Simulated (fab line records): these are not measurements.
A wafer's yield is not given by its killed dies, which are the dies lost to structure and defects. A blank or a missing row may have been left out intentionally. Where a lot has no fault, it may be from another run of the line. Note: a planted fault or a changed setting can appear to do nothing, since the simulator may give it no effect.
A lot that was struck, set against a sound lot :: flow n5_finfet :: 26 steps out of a route of 1938
Sound: these wafers, L325.2, L325.4, L325.5. Wafers struck: L337.3, L337.4, L337.6. The cause is named last.
Per side, at each step with rows, come the tool, then ch with its chambers, and then its first start. Under that, the readings that differ: sound wafers :: struck wafers :: difference of the means :: sigmas: that difference in standard deviations of wafers without a fault.
alike: same words and numbers on both sides, and readings whose means sit less than 2 such deviations apart. not compared: any withheld reading, any reading some wafer has no value for, any bound like >300 that may hide the same value, and any number with overlapping values for which the record gives no deviation.
The two part at a step that has a row with sigmas, a row that says differs or no value, or rows on one side only. Non-overlapping numbers with no deviation appear without sigmas and do not part them. A reading that every wafer of one side lacks parts them only if that side has two wafers or more.

N5_GATE_CUT_STRIP_21: strips in N2/H2, time 30 s.
  sound on plasma_asher-01 ch 0,1, day 5 15:25; struck on plasma_asher-01 ch 0,1, day 8 13:08
  alike: drypump_motor_current_A, heater_power_w
  not compared: rf_hours_counter_h
then, 3 steps without rows for these wafers: N5_GATE_CUT_STRIP_29 (strips in post etch residue remover, time 60 s); N5_GATE_CUT_SRD_52 (time 30 s); N5_GATE_CUT_ALD_22 (deposits SiNx, target thk 16 nm, pulse time 1 s, ald cycles 320).
N5_GATE_CUT_CMP_23: polishes, stops on SiO2, t overpolish 23.4 s, target thk 16 nm.
  sound on cmp-04 ch 1,2, day 5 17:13; struck on cmp-04 ch 0,1,2, day 8 14:46
  alike: motor_current_A, overpolish_run_s, retaining_ring_pressure_frac, time_to_endpoint_s
N5_GATE_CUT_THK_MEAS_24:
  struck on film_metro-02, day 8 15:04; sound on film_metro-02, day 5 17:31
  alike: GC_FILL_THK
N5_GATE_CUT_CMP_43: polishes SiO2.
  sound on cmp-02 ch 0,1, day 5 17:32; struck on cmp-01 ch 1,3, day 8 15:05
  alike: motor_current_A, retaining_ring_pressure_frac
then, 1 step without rows for these wafers: N5_GATE_CUT_CMP_61 (polishes, stops on SiNx, t overpolish 3 s).
N5_GATE_CUT_INSPECT_26: inspects for defects (darkfield).
  struck on defect_inspect-01, day 8 15:48; sound on defect_inspect-02, day 5 18:16
reading: raw_defect_count
sound: 32 29 20
struck: 67 77 59
difference: +41
sigmas: +2
then, 2 steps without rows for these wafers: N5_MOL_CONTACT_COAG_COAT_103 (time 60 s, resist thk 80 nm); N5_MOL_CONTACT_COAG_COAT_104 (time 60 s, resist thk 12 nm).
N5_MOL_CONTACT_COAG_COAT_58: time 60 s, resist thk 10 nm.
  sound on litho_track-01 ch 0, day 5 18:17; struck on litho_track-01 ch 0, day 8 15:50
reading: spin_speed_rpm (rpm)
sound: 1501.5 1502.7 1502.2
struck: 1184.1 1185.0 1184.5
difference: -317.6
sigmas: -99 or more

reading: model.underlayer_of_MOL_CONTACT_COAG_COAT_58.thk_nm (nm)
sound: 10 10 10
struck: 11.2 11.2 11.2
difference: +1.2
sigmas: 
then, 6 steps without rows for these wafers: N5_MOL_CONTACT_COAG_COAT_02 (resist thk 30 nm); N5_MOL_CONTACT_COAG_EBR_04; N5_MOL_CONTACT_COAG_SOFTBAKE_03 (time 60 s); N5_MOL_CONTACT_COAG_EXPOSE_05 (exposes mask CA, defocus 0 nm); N5_MOL_CONTACT_COAG_PEB_06 (peb time 60 s); N5_MOL_CONTACT_COAG_DEVELOP_07 (develop time 30 s).
N5_MOL_CONTACT_COAG_CD_MEAS_08 targets a cd of 28 nm.
  sound on cd_sem-02 ch 0, day 5 18:41; struck on cd_sem-02 ch 0, day 8 16:06
  alike: cd_nm
N5_MOL_CONTACT_COAG_OVL_MEAS_09:
  sound on overlay-01 ch 0, day 5 18:43; struck on overlay-01 ch 0, day 8 16:08
  alike: CA_OVL
N5_MOL_CONTACT_COAG_INSPECT_10: inspects for defects (brightfield).
  struck on defect_inspect-02, day 8 16:11; sound on defect_inspect-01, day 5 18:46
reading: raw_defect_count
sound: 53 64 45
struck: 119 139 103
difference: +66
sigmas: +2
N5_MOL_CONTACT_COAG_DESCUM_13: chemistry O2, time 7 s.
  sound on rie_diel-03 ch 0,1,2, day 5 18:50; struck on rie_diel-05 ch 1,3, day 8 16:30
  alike: drypump_motor_current_A, oes_product_au, rf_vpp_V, showerhead_plenum_p_Torr, throttle_valve_pct
  not compared: rf_hours_counter_h
N5_MOL_CONTACT_COAG_ETCH_59: etches underlayer in N2/H2, target depth 13 nm, time 10.4 s.
  sound on rie_diel-03 ch 0,1,2, day 5 18:52; struck on rie_diel-05 ch 1,3, day 8 16:32
reading: etch_rf_on_time_s (s)
sound: 10.47 10.45 10.30
struck: 11.54 12.28 11.55
difference: +1.38
sigmas: +6

reading: model.CAR-EUV_of_MOL_CONTACT_COAG_COAT_02.thk_nm (nm)
sound: 14.6 14.6 14.6
struck: 13.2 13.2 13.2
difference: -1.4
sigmas: 

reading: model.etch.depth_nm (nm)
sound: 9.977 9.95 9.94
struck: 11.16 11.2 11.16
difference: +1.22
sigmas: 
  alike: drypump_motor_current_A, oes_product_au, rf_vpp_V, showerhead_plenum_p_Torr, throttle_valve_pct
  not compared: rf_hours_counter_h
N5_MOL_CONTACT_COAG_ETCH_105: etches SiARC in CF4, target depth 15.6 nm, time 26 s.
  sound on rie_diel-03 ch 0,1,2, day 5 18:53; struck on rie_diel-05 ch 1,3, day 8 16:33
reading: model.CAR-EUV_of_MOL_CONTACT_COAG_COAT_02.thk_nm (nm)
sound: 5.4 5.4 5.4
struck: 4 4 4
difference: -1
sigmas: 
  alike: cf4_flow_sccm, drypump_motor_current_A, etch_rf_on_time_s, oes_product_au, rf_vpp_V, showerhead_plenum_p_Torr, throttle_valve_pct
  not compared: rf_hours_counter_h
N5_MOL_CONTACT_COAG_ETCH_106: etches SOC in N2/H2, target depth 80 nm, overetch 16 nm, time 120 s.
  sound on rie_diel-03 ch 0,1,2, day 5 18:55; struck on rie_diel-05 ch 1,3, day 8 16:35
  alike: drypump_motor_current_A, oes_product_au, rf_vpp_V, showerhead_plenum_p_Torr, throttle_valve_pct
  not compared: rf_hours_counter_h
-- here the record skips 9 days between the struck wafers' starts before and after, leaving off in module MOL_CONTACT_COAG and picking up in module PASSIVATION (first step shown: number 1936 of the route) --
N5_PASSIVATION_PROBE_49:
  struck on prober-02, day 17 11:13; sound on prober-01, day 13 03:21
  alike: killed_at_M0_to_M3, killed_at_M4_up, killed_at_contacts, killed_at_front_end, killed_at_other, killed_dies, killed_open, killed_short

WHERE THEY PART
Last at N5_MOL_CONTACT_COAG_ETCH_59 as far as this record goes, first at N5_GATE_CUT_INSPECT_26. Later steps at which nothing parts them and some readings are alike: N5_MOL_CONTACT_COAG_ETCH_105, N5_MOL_CONTACT_COAG_ETCH_106, N5_PASSIVATION_PROBE_49.

WHY: what had been put in by the simulator
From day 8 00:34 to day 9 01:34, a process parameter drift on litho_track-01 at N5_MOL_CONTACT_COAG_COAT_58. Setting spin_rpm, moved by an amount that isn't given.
